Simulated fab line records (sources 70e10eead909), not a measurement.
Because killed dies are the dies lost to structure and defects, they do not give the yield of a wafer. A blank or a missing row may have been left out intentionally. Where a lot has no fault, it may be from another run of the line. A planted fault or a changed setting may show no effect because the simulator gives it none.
The tool behind it: which one?	flow nand_harc	Sampling: 11 lots, 33 wafers, 6 of 1302 route steps

WHAT EACH GAUGE READ, for each wafer
NHARC_P_STI_INSPECT_11.
lot	measured	on	raw_defect_count
L120	day 2 19:53	defect_inspect-02	9 8 5
L121	day 3 08:31	defect_inspect-02	9 12 5
L124	day 4 13:07	defect_inspect-02	6 5 6
L126	day 5 10:02	defect_inspect-02	7 6 6
L127	day 5 22:20	defect_inspect-01	4 2 5
L137	day 9 20:09	defect_inspect-02	2 4 3
L138	day 10 09:55	defect_inspect-01	1 1 3
L139	day 10 18:08	defect_inspect-02	7 6 7
L140	day 11 02:25	defect_inspect-02	8 5 2
L141	day 11 14:42	defect_inspect-02	4 6 6
L142	day 11 22:07	defect_inspect-01	5 5 11

NHARC_P_GATE_CD_MEAS_26 targets a cd of 120 nm.
lot	measured	on	cd_nm (nm)
L120	day 5 03:08	cd_sem-03	119.5 119.7 120.5
L121	day 5 15:10	cd_sem-01	119.6 119.7 119.9
L124	day 7 04:33	cd_sem-02	120.0 119.7 119.6
L126	day 7 22:41	cd_sem-01	120.5 120.1 119.7
L127	day 8 12:56	cd_sem-03	115.1 115.0 115.3 115.1 115.0 115.5
L137	day 11 23:13	cd_sem-03	120.1 119.2 120.7
L138	day 12 16:19	cd_sem-01	120.3 120.0 120.1
L139	day 12 19:53	cd_sem-02	120.7 121.6 120.8
L140	day 13 03:12	cd_sem-02	119.2 120.4 119.7
L141	day 14 05:41	cd_sem-02	120.3 121.0 121.1
L142	day 14 10:26	cd_sem-02	119.1 120.0 120.1

NHARC_END_SORT_01.
lot	measured	on	killed_at_array	killed_at_other	killed_at_periphery	killed_dies	killed_open	killed_short
L124	day 27 09:08	prober-02	62 59 55	0 1 0	3 3 3	65 63 58	2 2 2	4 0 5
L127	day 28 01:14	prober-01	62	2	3	67	5	5
L137	day 32 06:57	prober-01	53 42 59	3 0 0	5 7 1	61 49 60	3 2 1	1 3 0
L139	day 32 06:07	prober-02	33 29 27	0 0 2	6 7 7	39 36 36	2 3 2	5 0 2

WHAT TOOL EACH LOT RAN ON (gives the tool, then ch and the chambers of the sampled wafers, and finally the start)
lot	NHARC_P_GATE_EXPOSE_23	NHARC_P_GATE_HM_OPEN_105	NHARC_P_GATE_ETCH_32
L120	arfi_scanner-03 ch 0, day 5 02:59	rie_diel-05 ch 1,2,3, day 5 03:47 or earlier	rie_si-06 ch 0,2,3, day 5 03:47
L121	arfi_scanner-02 ch 0, day 5 15:01	rie_diel-02 ch 1,3, day 5 15:54 or earlier	rie_si-02 ch 1,2,3, day 5 15:54
L124	arfi_scanner-02 ch 0, day 7 04:25	rie_diel-02 ch 1,2,3, day 7 05:19 or earlier	rie_si-03 ch 0,1,3, day 7 05:19
L126	arfi_scanner-01 ch 0, day 7 22:32	rie_diel-02 ch 0,1,3, day 7 23:20 or earlier	rie_si-03 ch 1,2, day 7 23:20
L127	arfi_scanner-03 ch 0, day 8 12:48	rie_diel-03 ch 0,1, day 8 16:10 or earlier	rie_si-06 ch 2,3, day 8 16:10
L137	arfi_scanner-02 ch 0, day 11 23:05	rie_diel-03 ch 0,1,2, day 11 23:55 or earlier	rie_si-03 ch 0,1,2, day 11 23:55
L138	arfi_scanner-03 ch 0, day 12 16:11	rie_diel-05 ch 0,1,3, day 12 16:58 or earlier	rie_si-06 ch 0,1,2, day 12 16:58
L139	arfi_scanner-02 ch 0, day 12 19:44	rie_diel-02 ch 0,3, day 12 20:32 or earlier	rie_si-06 ch 1,3, day 12 20:32
L140	arfi_scanner-01 ch 0, day 13 03:04	rie_diel-03 ch 1,3, day 13 03:50 or earlier	rie_si-03 ch 1,3, day 13 03:50
L141	arfi_scanner-03 ch 0, day 14 05:32	rie_diel-05 ch 1,2,3, day 14 06:20 or earlier	rie_si-02 ch 0,2,3, day 14 06:20
L142	arfi_scanner-03 ch 0, day 14 10:17	rie_diel-02 ch 1,2,3, day 14 11:05 or earlier	rie_si-06 ch 0,1,2, day 14 11:05
- NHARC_P_GATE_EXPOSE_23: exposes mask P GATE, target cd 120 nm.
- NHARC_P_GATE_HM_OPEN_105: chemistry O2/COS, target depth 360 nm.
- NHARC_P_GATE_ETCH_32: etches the open film in HBr/Cl2, target depth 150 nm, time 100.1 s.

AS READ BY THE TOOLS THEMSELVES (means over the sampled wafers that have a number; for cases with no such wafer, the mark the record gives instead)
NHARC_P_GATE_EXPOSE_23.
lot	tool	stage_vel_mm_s (mm/s)
L120	arfi_scanner-03	499.91
L121	arfi_scanner-02	499.73
L124	arfi_scanner-02	500.13
L126	arfi_scanner-01	499.98
L127	arfi_scanner-03	499.85
L137	arfi_scanner-02	500.00
L138	arfi_scanner-03	499.91
L139	arfi_scanner-02	500.25
L140	arfi_scanner-01	499.58
L141	arfi_scanner-03	500.18
L142	arfi_scanner-03	500.02

NHARC_P_GATE_HM_OPEN_105.
lot	tool	chamber_pressure_mTorr (mTorr)	drypump_motor_current_A (A)	oes_product_au (a.u.)	rf_vpp_V (V)	showerhead_plenum_p_Torr (Torr)	throttle_valve_pct (%)
L120	rie_diel-05	20.001	5.9	1.018	467.2	3.14	28.339
L121	rie_diel-02	20.009	5.9	0.993	467.9	3.19	28.329
L124	rie_diel-02	19.997	6.1	0.999	467.7	3.17	28.326
L126	rie_diel-02	20.011	5.7	1.008	468.0	3.19	28.331
L127	rie_diel-03	20.007	6.3	0.996	465.0	3.04	28.326
L137	rie_diel-03	20.009	6.0	1.002	467.1	3.08	28.328
L138	rie_diel-05	20.011	5.4	0.994	467.2	3.15	28.330
L139	rie_diel-02	20.012	5.7	0.990	468.7	3.18	28.326
L140	rie_diel-03	19.998	6.2	1.001	465.1	3.01	28.330
L141	rie_diel-05	19.976	5.9	1.009	467.4	3.14	28.327
L142	rie_diel-02	20.010	6.1	0.990	467.8	3.16	28.337

NHARC_P_GATE_ETCH_32.
lot	tool	chamber_pressure_mTorr (mTorr)	drypump_motor_current_A (A)	oes_product_au (a.u.)	throttle_valve_pct (%)
L120	rie_si-06	14.996	5.5	1.001	26.401
L121	rie_si-02	15.000	5.5	1.004	26.400
L124	rie_si-03	15.007	5.7	1.003	26.405
L126	rie_si-03	15.000	6.1	0.994	26.399
L127	rie_si-06	15.004	5.6	1.004	26.400
L137	rie_si-03	15.001	6.1	0.998	26.409
L138	rie_si-06	15.005	5.6	1.005	26.398
L139	rie_si-06	14.995	5.8	1.005	26.416
L140	rie_si-03	15.000	5.3	0.990	26.407
L141	rie_si-02	15.001	5.6	0.997	26.400
L142	rie_si-06	14.988	5.6	1.006	26.411

THE ANSWER, worked out from the rows above alone
Rule: what is usual is taken from the lots themselves. The widest of any qualifying gaps counts: lots, ordered by their means at a reading, are off when they make up no more than a third of the lots, leave a main group of 4 or more, and stand apart from it by 3 or more times the standard deviation of that group's means. A main group whose means are all the same, to the digits that the tables above print for the reading, isn't used. Also off: a lot with no number at a reading for which 4 or more lots have one. Where the step has rows for the other lots, those lots are counted as sound. First the gauges in route order, then the tools' own readings, where a lot's mean is used as printed above. At the first step where some lot is off, the reading lying furthest off is the one used; lots without a number count as furthest.
Off: L127 (NHARC_P_GATE_CD_MEAS_26, cd_nm). The main group: mean 120.1 nm, standard deviation 0.44.
If a tool, at a process step before that reading, ran all the lots that are off and no sound lot after the first of them, it fits. The gauges at NHARC_P_GATE_CD_MEAS_26 aren't tried: what is off there is off at NHARC_P_GATE_HM_OPEN_105 too, on other tools, and a gauge's error can't cause that. No candidate that was tried fits.

WHAT WAS PUT IN BY THE SIMULATOR
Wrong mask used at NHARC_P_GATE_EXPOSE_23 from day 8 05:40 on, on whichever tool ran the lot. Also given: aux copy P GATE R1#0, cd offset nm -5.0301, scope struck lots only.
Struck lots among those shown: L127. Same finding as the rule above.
